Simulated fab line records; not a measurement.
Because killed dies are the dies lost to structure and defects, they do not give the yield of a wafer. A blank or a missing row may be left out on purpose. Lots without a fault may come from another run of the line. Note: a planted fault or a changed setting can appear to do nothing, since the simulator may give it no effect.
fab line records	flow n5-finfet
record: lots: 24	wafers: 72	last-day: 17
route steps=1938 shown BEOL_M1@825 BEOL_M2@842
lots that met no fault: taken from a fault-free run of the same line
start-h: the number of hours between the record's first day and the start of the first shown wafer of the lot	wait-h: time in hours since the lot's previous step	" unchanged from the row above	L1.1+2: one row covering several wafers at once	- no value, or no start given	* or withheld: withheld	< > ~ a bound
route shown NAME@n: NAME is a module with steps in the file, n the number in the route of the first one	usual: average and standard deviation across the fault-free wafers	same: alike in all rows	chamber/n: place in a boat	sites: readings site by site	_std_site: the values' standard deviation	_edge_site: inner sites' mean taken away from outer sites' mean	radius-mm: how far each site lies from the wafer's centre	mask NAME#n: copy n	behind: the tool/chamber that last shaped the wafer	hold: the reason the lot was held/the length of the hold in hours/how it ended	device: whichever transistor did not switch (one of n, p or np)	end of line: the tests these same wafers got at the end of their route	a step with no rows: only its recipe	killed: the dies lost at the first sort to structure and to defects; this is not the yield of the wafer	map: shows each die of a wafer: x if killed, . if not, _ if none is there
set.NAME: the setting the step ran with; set.NAME@STEP: the setting that earlier step ran with	model.NAME: the simulator's own value behind a step, which no gauge read
one table for each step of the route and one row for each wafer, over a sample of lots
services: from which hour (start-h, from the record's first day; less than 0 if before it) a tool's chamber was out of use, for how many hours, and why
== steps ==
step: N5_BEOL_M1_ANNEAL_91
recipe: temp-c: 400	time-s: 240	ambient: vacuum
usual: heater-power-w: 812/88
lot.wafer	tool	chamber	start-h	wait-h	heater-power-w
L074.2	pvd-sputter-02	-	135.93	0.0	715
L074.5	"	-	"	"	791
L074.6	"	-	"	"	709
L075.2	pvd-sputter-03	-	139.81	0.0	1013
L075.5	"	-	"	"	829
L075.6	"	-	"	"	825
L076.1	pvd-sputter-01	-	141.94	0.0	709
L076.4	"	-	"	"	920
L076.6	"	-	"	"	719
L077.1	pvd-sputter-03	-	154.21	0.0	832
L077.4	"	-	"	"	993
L077.5	"	-	"	"	918
L078.1	pvd-sputter-02	-	155.29	0.0	828
L078.2	"	-	"	"	717
L078.3	"	-	"	"	805
L080.2	pvd-sputter-02	-	175.00	0.0	823
L080.4	"	-	"	"	722
L080.5	"	-	"	"	806
L079.2	pvd-sputter-01	-	175.89	0.0	750
L079.4	"	-	"	"	707
L079.6	"	-	"	"	757
L082.1	pvd-sputter-03	-	179.36	0.0	1009
L082.4	"	-	"	"	853
L082.5	"	-	"	"	846
L081.1	pvd-sputter-02	-	179.48	0.0	717
L081.4	"	-	"	"	833
L081.5	"	-	"	"	855
L083.1	pvd-sputter-01	-	182.24	0.0	896
L083.4	"	-	"	"	705
L083.5	"	-	"	"	734
L084.1	pvd-sputter-01	-	190.60	0.0	934
L084.2	"	-	"	"	730
L084.5	"	-	"	"	746
L085.3	pvd-sputter-02	-	207.62	0.0	858
L085.4	"	-	"	"	832
L085.5	"	-	"	"	798
L087.1	pvd-sputter-01	-	211.29	0.0	707
L087.4	"	-	"	"	909
L087.6	"	-	"	"	698
L086.3	pvd-sputter-03	-	217.47	0.0	834
L086.4	"	-	"	"	817
L086.6	"	-	"	"	932
L088.1	pvd-sputter-02	-	221.07	0.0	802
L088.4	"	-	"	"	844
L088.5	"	-	"	"	725
L089.2	pvd-sputter-03	-	223.39	0.0	836
L089.4	"	-	"	"	991
L089.6	"	-	"	"	1003
L090.2	pvd-sputter-02	-	228.95	0.0	715
L090.3	"	-	"	"	794
L090.6	"	-	"	"	709
L091.1	pvd-sputter-02	-	233.75	0.0	838
L091.3	"	-	"	"	730
L091.6	"	-	"	"	822
L092.2	pvd-sputter-01	-	241.21	0.0	913
L092.4	"	-	"	"	699
L092.5	"	-	"	"	720
L093.2	pvd-sputter-03	-	246.62	0.0	824
L093.3	"	-	"	"	932
L093.5	"	-	"	"	845
L094.1	pvd-sputter-01	-	249.60	0.0	933
L094.4	"	-	"	"	751
L094.5	"	-	"	"	734
L095.1	pvd-sputter-02	-	252.79	0.0	728
L095.3	"	-	"	"	848
L095.6	"	-	"	"	784
L096.2	pvd-sputter-02	-	257.44	0.0	703
L096.3	"	-	"	"	820
L096.5	"	-	"	"	720
L097.1	pvd-sputter-01	-	279.59	0.0	913
L097.2	"	-	"	"	700
L097.3	"	-	"	"	733
step: N5_BEOL_M2_THK_MEAS_01
recipe: reads: SiOC_of_BEOL_M2_ILD_DEP_00
usual: M2_ILD_THK: 79.3/1.1
lot.wafer	tool	chamber	start-h	wait-h	M2_ILD_THK[nm]
L074.2	film-metro-02	-	137.69	0.1	78.5
L074.5	"	-	"	"	80.4
L074.6	"	-	"	"	80.0
L075.2	film-metro-02	-	141.63	0.1	78.0
L075.5	"	-	"	"	77.2
L075.6	"	-	"	"	79.6
L076.1	film-metro-02	-	144.00	0.0	79.6
L076.4	"	-	"	"	80.5
L076.6	"	-	"	"	81.2
L077.1	film-metro-02	-	155.97	0.0	77.8
L077.4	"	-	"	"	79.4
L077.5	"	-	"	"	80.0
L078.1	film-metro-01	-	157.07	0.0	79.7
L078.2	"	-	"	"	78.9
L078.3	"	-	"	"	80.4
L080.2	film-metro-01	-	176.76	0.1	79.1
L080.4	"	-	"	"	78.3
L080.5	"	-	"	"	80.3
L079.2	film-metro-02	-	177.65	0.1	79.6
L079.4	"	-	"	"	80.4
L079.6	"	-	"	"	80.2
L082.1	film-metro-01	-	181.16	0.0	77.5
L082.4	"	-	"	"	79.9
L082.5	"	-	"	"	78.6
L081.1	film-metro-01	-	181.24	0.0	78.8
L081.4	"	-	"	"	81.7
L081.5	"	-	"	"	80.1
L083.1	film-metro-01	-	184.00	0.0	79.5
L083.4	"	-	"	"	79.5
L083.5	"	-	"	"	80.5
L084.1	film-metro-02	-	192.42	0.1	78.5
L084.2	"	-	"	"	79.8
L084.5	"	-	"	"	79.8
L085.3	film-metro-01	-	209.45	0.1	80.4
L085.4	"	-	"	"	80.2
L085.5	"	-	"	"	80.2
L087.1	film-metro-01	-	213.32	0.0	79.6
L087.4	"	-	"	"	81.2
L087.6	"	-	"	"	80.0
L086.3	film-metro-01	-	222.42	0.1	79.2
L086.4	"	-	"	"	79.4
L086.6	"	-	"	"	79.6
L088.1	film-metro-01	-	223.10	0.1	78.2
L088.4	"	-	"	"	79.7
L088.5	"	-	"	"	79.4
L089.2	film-metro-01	-	225.18	0.1	77.5
L089.4	"	-	"	"	79.1
L089.6	"	-	"	"	78.7
L090.2	film-metro-01	-	230.76	0.1	78.1
L090.3	"	-	"	"	78.2
L090.6	"	-	"	"	79.6
L091.1	film-metro-02	-	235.55	0.0	77.8
L091.3	"	-	"	"	80.5
L091.6	"	-	"	"	79.4
L092.2	film-metro-01	-	242.99	0.1	79.6
L092.4	"	-	"	"	80.2
L092.5	"	-	"	"	79.3
L093.2	film-metro-02	-	248.38	0.1	79.2
L093.3	"	-	"	"	78.8
L093.5	"	-	"	"	80.4
L094.1	film-metro-02	-	251.36	0.0	78.2
L094.4	"	-	"	"	79.2
L094.5	"	-	"	"	80.2
L095.1	film-metro-02	-	254.55	0.0	79.8
L095.3	"	-	"	"	78.8
L095.6	"	-	"	"	81.0
L096.2	film-metro-02	-	259.32	0.1	79.0
L096.3	"	-	"	"	80.0
L096.5	"	-	"	"	80.8
L097.1	film-metro-01	-	281.43	0.0	79.9
L097.2	"	-	"	"	78.2
L097.3	"	-	"	"	78.4
step: N5_BEOL_M2_STRIP_66
recipe: chemistry: CF4	resist: SiARC	power-w: 300	bias-power-w: 75	pressure-mtorr: 50	cf4-flow-sccm: 150	rf-frequency-hz: 6e+07
usual: drypump-motor-current-A: 5.6/0.42	oes-product-au: 0.79/0.09	rf-vpp-V: 270.9/1.2	showerhead-plenum-p-Torr: 1.78/0.038	throttle-valve-pct: 13.5/0.32
lot.wafer	tool	chamber	start-h	wait-h	drypump-motor-current-A	oes-product-au	rf-hours-counter-h	rf-vpp-V	showerhead-plenum-p-Torr	throttle-valve-pct
L074.2	rie-diel-03	3	139.21	0.0	5.4	0.69	218	270.7	1.76	14.0
L074.5	"	2	"	"	5.6	0.92	-	272.2	1.83	13.0
L074.6	"	3	"	"	5.4	0.69	-	271.0	1.76	14.0
L075.2	rie-diel-01	1	143.73	0.0	5.8	0.84	47	272.5	1.82	13.0
L075.5	"	1	"	"	5.7	0.84	-	271.9	1.82	13.0
L075.6	"	0	"	"	5.8	0.72	-	270.7	1.73	13.7
L076.1	rie-diel-03	2	145.11	0.0	5.6	0.92	18	272.2	1.83	13.0
L076.4	"	0	"	"	6.4	0.72	174	271.9	1.80	13.8
L076.6	"	1	"	"	5.1	0.94	-	272.8	1.81	13.2
L077.1	rie-diel-03	1	157.47	0.0	5.1	0.91	6	271.2	1.81	13.2
L077.4	"	2	"	"	5.6	0.91	22	270.9	1.83	13.1
L077.5	"	0	"	"	6.4	0.71	-	270.1	1.79	13.8
L078.1	rie-diel-01	2	160.08	0.0	5.9	0.96	2	270.4	1.77	13.2
L078.2	"	3	"	"	5.3	0.71	181	270.5	1.85	13.6
L078.3	"	0	"	"	5.7	0.72	205	269.3	1.73	13.8
L080.2	rie-diel-04	3	178.27	0.0	5.0	0.76	166	269.6	1.71	13.6
L080.4	"	0	"	"	6.1	0.71	231	271.1	1.77	13.8
L080.5	"	3	"	"	4.9	0.76	-	269.4	1.71	13.6
L079.2	rie-diel-01	3	178.99	0.0	5.3	0.70	187	272.4	1.84	13.6
L079.4	"	1	"	"	5.8	0.83	62	272.6	1.82	13.1
L079.6	"	2	"	"	5.9	0.93	-	269.0	1.77	13.2
L082.1	rie-diel-04	0	183.98	0.0	6.1	0.70	233	271.7	1.77	13.8
L082.4	"	3	"	"	4.9	0.76	168	269.0	1.71	13.6
L082.5	"	0	"	"	6.1	0.71	-	271.3	1.77	13.8
L081.1	rie-diel-04	1	184.41	0.0	5.4	0.88	28	269.9	1.75	13.4
L081.4	"	3	"	"	4.9	0.76	168	269.6	1.71	13.6
L081.5	"	3	"	"	4.9	0.76	-	269.1	1.71	13.7
L083.1	rie-diel-03	0	186.63	0.0	6.4	0.72	188	270.8	1.79	13.8
L083.4	"	3	"	"	5.4	0.68	235	271.5	1.76	14.0
L083.5	"	1	"	"	5.1	0.88	-	271.5	1.81	13.3
L084.1	rie-diel-03	1	193.82	0.0	5.1	0.89	17	271.6	1.81	13.3
L084.2	"	2	"	"	5.6	0.88	35	272.6	1.82	13.1
L084.5	"	3	"	"	5.5	0.68	-	269.4	1.75	14.0
L085.3	rie-diel-03	1	210.27	0.0	5.1	0.87	22	272.5	1.81	13.3
L085.4	"	0	"	"	6.4	0.71	196	270.2	1.79	13.9
L085.5	"	2	"	"	5.6	0.88	-	271.8	1.82	13.1
L087.1	rie-diel-03	0	215.59	0.0	6.3	0.71	198	269.7	1.79	13.9
L087.4	"	3	"	"	5.4	0.67	244	270.8	1.75	14.1
L087.6	"	3	"	"	5.4	0.67	-	271.3	1.75	14.0
L086.3	rie-diel-01	1	225.58	0.0	5.7	0.81	76	271.6	1.82	13.1
L086.4	"	3	"	"	5.3	0.69	201	272.7	1.84	13.7
L086.6	"	2	"	"	5.9	0.90	-	270.0	1.76	13.3
L088.1	rie-diel-01	0	225.81	0.0	5.8	0.70	228	268.1	1.72	13.8
L088.4	"	2	"	"	5.9	0.89	24	270.7	1.76	13.3
L088.5	"	2	"	"	5.9	0.90	-	270.7	1.76	13.3
L089.2	rie-diel-01	3	226.14	0.0	5.3	0.68	202	272.1	1.84	13.7
L089.4	"	2	"	"	5.9	0.90	24	269.6	1.76	13.3
L089.6	"	2	"	"	5.9	0.89	-	268.5	1.76	13.3
L090.2	rie-diel-03	3	232.46	0.0	5.4	0.67	249	270.5	1.75	14.1
L090.3	"	2	"	"	5.6	0.86	46	270.4	1.82	13.1
L090.6	"	1	"	"	5.1	0.86	-	272.0	1.80	13.3
L091.1	rie-diel-03	0	237.16	0.0	6.3	0.70	205	270.2	1.79	13.9
L091.3	"	2	"	"	5.7	0.86	48	270.9	1.82	13.1
L091.6	"	1	"	"	5.1	0.85	-	272.6	1.80	13.3
L092.2	rie-diel-04	0	244.67	0.0	6.0	0.69	256	269.7	1.76	13.8
L092.4	"	0	"	"	6.1	0.69	-	272.1	1.76	13.8
L092.5	"	1	"	"	5.4	0.85	-	269.8	1.75	13.4
L093.2	rie-diel-01	1	249.32	0.0	5.7	0.80	84	272.0	1.81	13.1
L093.3	"	3	"	"	5.3	0.68	208	271.5	1.84	13.7
L093.5	"	2	"	"	5.9	0.89	-	269.8	1.76	13.3
L094.1	rie-diel-03	2	252.19	0.0	5.6	0.85	56	273.3	1.82	13.1
L094.4	"	0	"	"	6.4	0.69	-	269.2	1.79	13.9
L094.5	"	1	"	"	5.1	0.85	-	271.6	1.80	13.3
L095.1	rie-diel-03	2	256.22	0.0	5.6	0.85	57	271.0	1.82	13.1
L095.3	"	3	"	"	5.4	0.98	0	270.8	1.75	13.5
L095.6	"	1	"	"	5.1	0.84	-	272.5	1.80	13.3
L096.2	rie-diel-03	3	263.21	0.0	5.4	0.96	3	271.1	1.75	13.5
L096.3	"	0	"	"	6.3	0.69	217	270.8	1.78	13.9
L096.5	"	2	"	"	5.6	0.85	-	272.1	1.82	13.1
L097.1	rie-diel-04	1	286.20	0.0	5.4	0.82	72	270.5	1.74	13.5
L097.2	"	3	"	"	4.9	0.74	194	269.5	1.71	13.7
L097.3	"	0	"	"	6.1	0.99	1	269.2	1.76	13.3
step: N5_BEOL_M2_VIA_ETCH_34
recipe: chemistry: C4F6/O2	target-depth-a: 694	mask-material: SOC	pressure-mtorr: 15	ion-energy-ev: 250	taper-deg: 4	time-s: 65.9	source-w: 350	bias-w: 170	Ar_flow_sccm: 300	C4F6_flow_sccm: 10	O2_flow_sccm: 10
usual: drypump-motor-current-A: 5.6/0.38	oes-product-au: 0.80/0.089	rf-vpp-V: 655/13	showerhead-plenum-p-Torr: 2.82/0.078	throttle-valve-pct: 30.56/0.25
lot.wafer	tool	chamber	start-h	wait-h	drypump-motor-current-A	oes-product-au	rf-hours-counter-h	rf-vpp-V	showerhead-plenum-p-Torr	throttle-valve-pct
L074.2	rie-diel-04	0	140.71	0.0	6.1	0.72	219	669	2.79	30.30
L074.5	"	2	"	"	5.5	0.86	-	665	2.76	30.23
L074.6	"	3	"	"	4.9	0.75	-	645	2.73	30.67
L075.2	rie-diel-01	0	145.73	0.0	5.7	0.75	200	672	2.69	30.35
L075.5	"	1	"	"	5.8	0.86	-	649	2.91	30.54
L075.6	"	3	"	"	5.3	0.71	-	658	2.97	30.83
L076.1	rie-diel-03	3	149.65	0.0	5.4	0.69	221	655	2.79	30.71
L076.4	"	2	"	"	5.6	0.93	20	677	2.87	30.01
L076.6	"	1	"	"	5.1	0.95	-	628	2.91	30.67
L077.1	rie-diel-01	1	163.32	0.0	5.8	0.85	55	650	2.91	30.54
L077.4	"	3	"	"	5.3	0.71	181	659	2.96	30.82
L077.5	"	1	"	"	5.7	0.85	-	650	2.91	30.55
L078.1	rie-diel-03	2	170.13	0.0	5.7	0.93	27	675	2.87	30.01
L078.2	"	0	"	"	6.3	0.73	183	643	2.84	30.84
L078.3	"	3	"	"	5.4	0.69	228	655	2.78	30.74
L080.2	rie-diel-01	2	180.89	0.0	5.9	0.95	8	649	2.83	30.76
L080.4	"	0	"	"	5.7	0.73	213	674	2.69	30.37
L080.5	"	2	"	"	5.9	0.94	-	650	2.83	30.76
L079.2	rie-diel-03	0	185.54	0.0	6.4	0.72	188	643	2.83	30.84
L079.4	"	2	"	"	5.6	0.91	33	675	2.87	30.02
L079.6	"	0	"	"	6.4	0.71	-	642	2.83	30.85
L082.1	rie-diel-03	0	187.24	0.0	6.4	0.72	189	642	2.83	30.84
L082.4	"	2	"	"	5.6	0.91	33	675	2.87	30.01
L082.5	"	0	"	"	6.4	0.71	-	643	2.83	30.84
L081.1	rie-diel-04	3	191.69	0.0	4.9	0.75	169	645	2.73	30.68
L081.4	"	1	"	"	5.4	0.90	30	663	2.76	30.44
L081.5	"	3	"	"	4.9	0.75	-	645	2.73	30.66
L083.1	rie-diel-03	1	191.97	0.0	5.1	0.90	16	628	2.90	30.68
L083.4	"	2	"	"	5.7	0.90	34	677	2.87	30.01
L083.5	"	1	"	"	5.1	0.89	-	627	2.90	30.68
L084.1	rie-diel-03	3	197.46	0.0	5.4	0.68	238	655	2.78	30.73
L084.2	"	0	"	"	6.4	0.71	192	642	2.83	30.85
L084.5	"	2	"	"	5.7	0.91	-	676	2.87	30.01
L085.3	rie-diel-04	3	211.55	0.0	5.0	0.75	177	645	2.72	30.68
L085.4	"	0	"	"	6.1	0.71	243	669	2.78	30.31
L085.5	"	2	"	"	5.5	0.81	-	664	2.75	30.26
L087.1	rie-diel-01	2	224.37	0.0	5.9	0.90	23	649	2.82	30.76
L087.4	"	0	"	"	5.8	0.72	227	671	2.68	30.37
L087.6	"	0	"	"	5.8	0.72	-	671	2.68	30.37
L086.3	rie-diel-04	2	226.77	0.0	5.5	0.81	75	664	2.75	30.28
L086.4	"	1	"	"	5.4	0.87	-	664	2.75	30.44
L086.6	"	0	"	"	6.0	0.70	-	667	2.78	30.32
L088.1	rie-diel-01	3	227.16	0.0	5.3	0.69	202	659	2.95	30.84
L088.4	"	2	"	"	5.9	0.90	24	650	2.82	30.76
L088.5	"	2	"	"	5.9	0.90	-	649	2.82	30.77
L089.2	rie-diel-01	0	235.42	0.0	5.8	0.72	231	670	2.68	30.38
L089.4	"	2	"	"	5.9	0.90	27	650	2.82	30.78
L089.6	"	1	"	"	5.7	0.83	-	649	2.89	30.56
L090.2	rie-diel-01	2	238.85	0.0	5.9	0.89	28	649	2.82	30.79
L090.3	"	0	"	"	5.7	0.71	231	670	2.68	30.37
L090.6	"	3	"	"	5.3	0.69	-	659	2.95	30.85
L091.1	rie-diel-03	0	244.22	0.0	6.4	0.71	208	643	2.82	30.86
L091.3	"	2	"	"	5.7	0.87	51	676	2.86	30.02
L091.6	"	0	"	"	6.4	0.70	-	642	2.82	30.87
L092.2	rie-diel-01	3	247.34	0.0	5.3	0.69	207	660	2.95	30.85
L092.4	"	1	"	"	5.7	0.82	83	650	2.89	30.59
L092.5	"	2	"	"	5.9	0.89	-	648	2.82	30.78
L093.2	rie-diel-01	1	255.04	0.0	5.7	0.80	86	649	2.89	30.57
L093.3	"	0	"	"	5.7	0.71	237	671	2.68	30.38
L093.5	"	2	"	"	5.9	0.88	-	647	2.82	30.78
L094.1	rie-diel-04	1	258.16	0.0	5.4	0.84	59	664	2.74	30.44
L094.4	"	3	"	"	5.0	0.74	-	645	2.72	30.67
L094.5	"	2	"	"	5.5	0.79	-	665	2.74	30.28
L095.1	rie-diel-03	3	262.77	0.0	5.4	0.98	2	655	2.77	30.46
L095.3	"	0	"	"	6.4	0.69	217	642	2.82	30.86
L095.6	"	0	"	"	6.4	0.69	-	643	2.82	30.88
L096.2	rie-diel-04	3	267.51	0.0	4.9	0.74	187	645	2.72	30.70
L096.3	"	1	"	"	5.4	0.84	64	664	2.74	30.46
L096.5	"	3	"	"	5.0	0.73	-	645	2.72	30.69
L097.1	rie-diel-03	1	287.36	0.0	5.1	0.83	49	627	2.89	30.72
L097.2	"	3	"	"	5.4	0.95	10	654	2.77	30.49
L097.3	"	2	"	"	5.7	0.84	67	674	2.85	30.04
step: N5_BEOL_M2_SPUTTER_48
recipe: material: Cu	target-thk-a: 45	temp-c: -20	chamber-pressure-pa: 0.07	power-w: withheld	time-s: 8.29
usual: throttle-valve-pct: 30.4/0.83
lot.wafer	tool	chamber	start-h	wait-h	throttle-valve-pct
L074.2	pvd-sputter-03	-	142.17	0.5	30.7
L074.5	"	-	"	"	30.6
L074.6	"	-	"	"	29.5
L075.2	pvd-sputter-01	-	147.34	0.1	29.4
L075.5	"	-	"	"	30.5
L075.6	"	-	"	"	30.5
L076.1	pvd-sputter-03	-	151.15	0.2	29.7
L076.4	"	-	"	"	30.7
L076.6	"	-	"	"	30.8
L077.1	pvd-sputter-02	-	165.68	0.1	29.5
L077.4	"	-	"	"	29.2
L077.5	"	-	"	"	29.5
L078.1	pvd-sputter-03	-	172.28	0.2	30.4
L078.2	"	-	"	"	29.6
L078.3	"	-	"	"	30.8
L080.2	pvd-sputter-01	-	184.66	0.3	30.6
L080.4	"	-	"	"	30.7
L080.5	"	-	"	"	29.5
L079.2	pvd-sputter-01	-	187.20	0.1	30.4
L079.4	"	-	"	"	29.6
L079.6	"	-	"	"	30.6
L082.1	pvd-sputter-03	-	190.59	1.5	30.4
L082.4	"	-	"	"	29.5
L082.5	"	-	"	"	29.6
L081.1	pvd-sputter-02	-	193.28	0.1	29.3
L081.4	"	-	"	"	29.5
L081.5	"	-	"	"	29.2
L083.1	pvd-sputter-03	-	195.01	1.6	30.8
L083.4	"	-	"	"	29.4
L083.5	"	-	"	"	30.7
L084.1	pvd-sputter-01	-	199.24	0.1	30.7
L084.2	"	-	"	"	30.3
L084.5	"	-	"	"	30.8
L085.3	pvd-sputter-02	-	212.92	0.1	29.6
L085.4	"	-	"	"	32.5
L085.5	"	-	"	"	29.5
L087.1	pvd-sputter-01	-	225.45	0.1	30.6
L087.4	"	-	"	"	29.7
L087.6	"	-	"	"	29.5
L086.3	pvd-sputter-02	-	229.69	1.5	29.7
L086.4	"	-	"	"	31.0
L086.6	"	-	"	"	29.4
L088.1	pvd-sputter-01	-	230.81	0.1	30.6
L088.4	"	-	"	"	30.9
L088.5	"	-	"	"	30.5
L089.2	pvd-sputter-01	-	237.35	0.1	30.6
L089.4	"	-	"	"	29.7
L089.6	"	-	"	"	30.4
L090.2	pvd-sputter-02	-	241.22	1.2	32.4
L090.3	"	-	"	"	29.5
L090.6	"	-	"	"	29.4
L091.1	pvd-sputter-02	-	245.53	0.1	29.4
L091.3	"	-	"	"	29.2
L091.6	"	-	"	"	29.6
L092.2	pvd-sputter-01	-	250.26	1.7	29.7
L092.4	"	-	"	"	30.7
L092.5	"	-	"	"	29.6
L093.2	pvd-sputter-01	-	256.49	0.1	29.8
L093.3	"	-	"	"	31.0
L093.5	"	-	"	"	30.4
L094.1	pvd-sputter-03	-	259.48	0.1	30.7
L094.4	"	-	"	"	29.9
L094.5	"	-	"	"	30.7
L095.1	pvd-sputter-01	-	264.29	0.1	29.7
L095.3	"	-	"	"	30.9
L095.6	"	-	"	"	30.7
L096.2	pvd-sputter-01	-	269.04	0.1	30.5
L096.3	"	-	"	"	30.6
L096.5	"	-	"	"	30.7
L097.1	pvd-sputter-02	-	290.49	0.1	29.7
L097.2	"	-	"	"	32.5
L097.3	"	-	"	"	31.1
step: N5_BEOL_M2_CO_CAP_55
recipe: material: Co	target-thk-a: 20	temp-c: 200	precursor: CCTBA/H2	pressure-torr: 30	time-s: 102.1
usual: heater-power-w: 237/22
lot.wafer	tool	chamber	start-h	wait-h	heater-power-w
L074.2	cvd-co-01	0	145.07	0.0	221
L074.5	"	1	"	"	284
L074.6	"	2	"	"	221
L075.2	cvd-co-02	1	149.97	0.0	227
L075.5	"	2	"	"	218
L075.6	"	1	"	"	228
L076.1	cvd-co-01	2	153.77	0.0	217
L076.4	"	2	"	"	213
L076.6	"	0	"	"	225
L077.1	cvd-co-01	1	168.31	0.0	276
L077.4	"	1	"	"	281
L077.5	"	2	"	"	213
L078.1	cvd-co-02	2	174.95	0.0	221
L078.2	"	0	"	"	247
L078.3	"	1	"	"	233
L080.2	cvd-co-02	0	187.37	0.0	255
L080.4	"	1	"	"	234
L080.5	"	2	"	"	225
L079.2	cvd-co-01	0	190.07	0.0	222
L079.4	"	2	"	"	214
L079.6	"	0	"	"	224
L082.1	cvd-co-02	2	193.26	0.0	222
L082.4	"	0	"	"	257
L082.5	"	1	"	"	233
L081.1	cvd-co-01	1	196.03	0.0	275
L081.4	"	2	"	"	219
L081.5	"	1	"	"	274
L083.1	cvd-co-02	0	197.64	0.0	246
L083.4	"	2	"	"	227
L083.5	"	1	"	"	230
L084.1	cvd-co-01	2	201.88	0.0	212
L084.2	"	1	"	"	275
L084.5	"	1	"	"	276
L085.3	cvd-co-01	2	216.55	0.0	213
L085.4	"	0	"	"	222
L085.5	"	1	"	"	273
L087.1	cvd-co-02	1	228.43	0.0	235
L087.4	"	1	"	"	233
L087.6	"	2	"	"	222
L086.3	cvd-co-01	1	232.32	0.0	279
L086.4	"	0	"	"	220
L086.6	"	2	"	"	215
L088.1	cvd-co-02	2	233.69	0.0	229
L088.4	"	2	"	"	221
L088.5	"	1	"	"	226
L089.2	cvd-co-02	2	240.07	0.0	224
L089.4	"	1	"	"	228
L089.6	"	2	"	"	222
L090.2	cvd-co-02	2	243.85	0.0	235
L090.3	"	1	"	"	234
L090.6	"	2	"	"	225
L091.1	cvd-co-01	2	248.15	0.0	217
L091.3	"	0	"	"	219
L091.6	"	1	"	"	282
L092.2	cvd-co-01	2	252.90	0.0	215
L092.4	"	2	"	"	212
L092.5	"	1	"	"	278
L093.2	cvd-co-02	0	259.12	0.0	248
L093.3	"	2	"	"	224
L093.5	"	1	"	"	231
L094.1	cvd-co-01	2	262.11	0.0	213
L094.4	"	0	"	"	222
L094.5	"	1	"	"	270
L095.1	cvd-co-02	0	267.24	0.0	250
L095.3	"	1	"	"	231
L095.6	"	2	"	"	230
L096.2	cvd-co-01	2	271.66	0.0	220
L096.3	"	0	"	"	223
L096.5	"	1	"	"	275
L097.1	cvd-co-01	0	293.12	0.0	224
L097.2	"	1	"	"	273
L097.3	"	2	"	"	212
== services ==
tool	chamber	start-h	hours	kind
cvd-co-02	1	114.67	-	clean
cvd-co-02	1	114.67	22.0	scheduled-down
rie-diel-03	1	119.26	-	clean
rie-diel-03	1	119.26	-	consumable-replace:focus-ring
rie-diel-03	1	119.26	19.8	scheduled-down
rie-diel-03	1	119.26	19.8	vent-cycle
rie-diel-01	2	131.19	-	clean
rie-diel-01	2	131.19	-	consumable-replace:esc
rie-diel-01	2	131.19	-	consumable-replace:focus-ring
rie-diel-01	2	131.19	22.0	scheduled-down
rie-diel-01	2	131.19	22.0	vent-cycle
rie-diel-01	0	134.94	7.9	repair
pvd-sputter-01	-	163.99	2.8	repair
rie-diel-03	1	188.21	2.4	repair
cvd-co-02	-	189.79	0.3	repair
rie-diel-01	1	202.82	3.8	repair
cvd-co-02	-	214.59	2.8	pm
rie-diel-04	3	218.89	32.8	repair
rie-diel-03	3	234.65	-	clean
rie-diel-03	3	234.65	-	consumable-replace:focus-ring
rie-diel-03	3	234.65	20.9	scheduled-down
rie-diel-03	3	234.65	20.9	vent-cycle
rie-diel-01	-	236.60	0.2	repair
cvd-co-01	-	265.04	2.8	pm
== key ==
fault none
